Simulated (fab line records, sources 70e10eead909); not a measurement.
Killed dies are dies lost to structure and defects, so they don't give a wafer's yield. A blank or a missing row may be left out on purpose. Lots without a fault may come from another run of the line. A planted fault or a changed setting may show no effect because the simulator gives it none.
A struck lot beside a sound one | flow nand_harc | 14 steps out of a route of 1159
Sound: wafers L509.3, L509.4, L509.5. Struck: wafers L519.3, L519.5, L519.6. The cause comes at the end.
At each step with rows: each side's tool, then ch and its chambers, then its first start. Under that, the readings that differ: sound wafers | struck wafers | difference of the means | sigmas: that difference in standard deviations of wafers without a fault.
alike: readings whose means differ by less than 2 such deviations, and words and numbers that are the same on both sides. not compared: withheld readings, readings that some wafer has no value for, bounds like >300 that may hide the same value, and numbers for which the record gives no deviation and whose values overlap.
The two part at a step that has a row with sigmas, a row that says differs or no value, or rows on one side only. Numbers that don't overlap but have no deviation are shown without sigmas and don't part them. A reading that every wafer of one side lacks parts them only if that side has two wafers or more.

NHARC_A_ZERO_WELL_INSPECT_17:
  sound on defect_inspect-01, day 7 11:20; struck on defect_inspect-02, day 10 00:17
  alike: raw_defect_count
then, 3 steps without rows for these wafers: NHARC_A_SOURCE_PLATE_PRECLEAN_00 (cleans in HF-LAST, time 60 s); NHARC_A_SOURCE_PLATE_SRD_01; NHARC_A_SOURCE_PLATE_OXIDE_02 (material SiO2, target thk 10 nm, ox time 1362 s).
NHARC_A_SOURCE_PLATE_THK_MEAS_09: measures by ellipsometry.
  sound on film_metro-01, day 7 18:42; struck on film_metro-02, day 10 07:25
  alike: thk_nm
then, 3 steps without rows for these wafers: NHARC_A_SOURCE_PLATE_PVD_04 (deposits WSi2, target thk 50 nm); NHARC_A_SOURCE_PLATE_CVD_03 (deposits poly-Si, target thk 200 nm, time 4000 s); NHARC_A_SOURCE_PLATE_ANNEAL_05 (time 1800 s).
NHARC_A_SOURCE_PLATE_THK_MEAS_06: measures by ellipsometry.
  sound on film_metro-02, day 8 08:17; struck on film_metro-02, day 10 20:43
  alike: thk_nm
NHARC_A_SOURCE_PLATE_INSPECT_08:
  sound on defect_inspect-02, day 8 08:21; struck on defect_inspect-02, day 10 20:47
  alike: raw_defect_count
NHARC_A_ONON_D1_DEP_00: target thk 1000 nm.
  sound on pecvd_onon-03 ch 0, day 8 08:32; struck on pecvd_onon-03 ch 0, day 10 20:58
NHARC_A_ONON_D1_THK_MEAS_02: measures by ellipsometry.
  sound on film_metro-01, day 8 08:55; struck on film_metro-01, day 10 21:21
  reading     | sound          | struck      | difference | sigmas
  thk_nm (nm) | 1008 1008 1010 | 689 686 689 | -321       | -32
then, 1 step without rows for these wafers: NHARC_A_ONON_D1_DEP_03 (target thk 1000 nm).
-- the record jumps here: 11 days lie between the struck wafers' starts before and after (it left off in module A_ONON_D1 and takes up again in module END, whose first step shown is number 1159 of the route) --
NHARC_END_SORT_01:
  the record has rows for the struck wafers here (prober-02 ch 0, day 22 04:05) and none for the sound ones

WHERE THEY PART
First at NHARC_A_ONON_D1_THK_MEAS_02; last, within this record, at NHARC_END_SORT_01.

WHY: what the simulator had put in
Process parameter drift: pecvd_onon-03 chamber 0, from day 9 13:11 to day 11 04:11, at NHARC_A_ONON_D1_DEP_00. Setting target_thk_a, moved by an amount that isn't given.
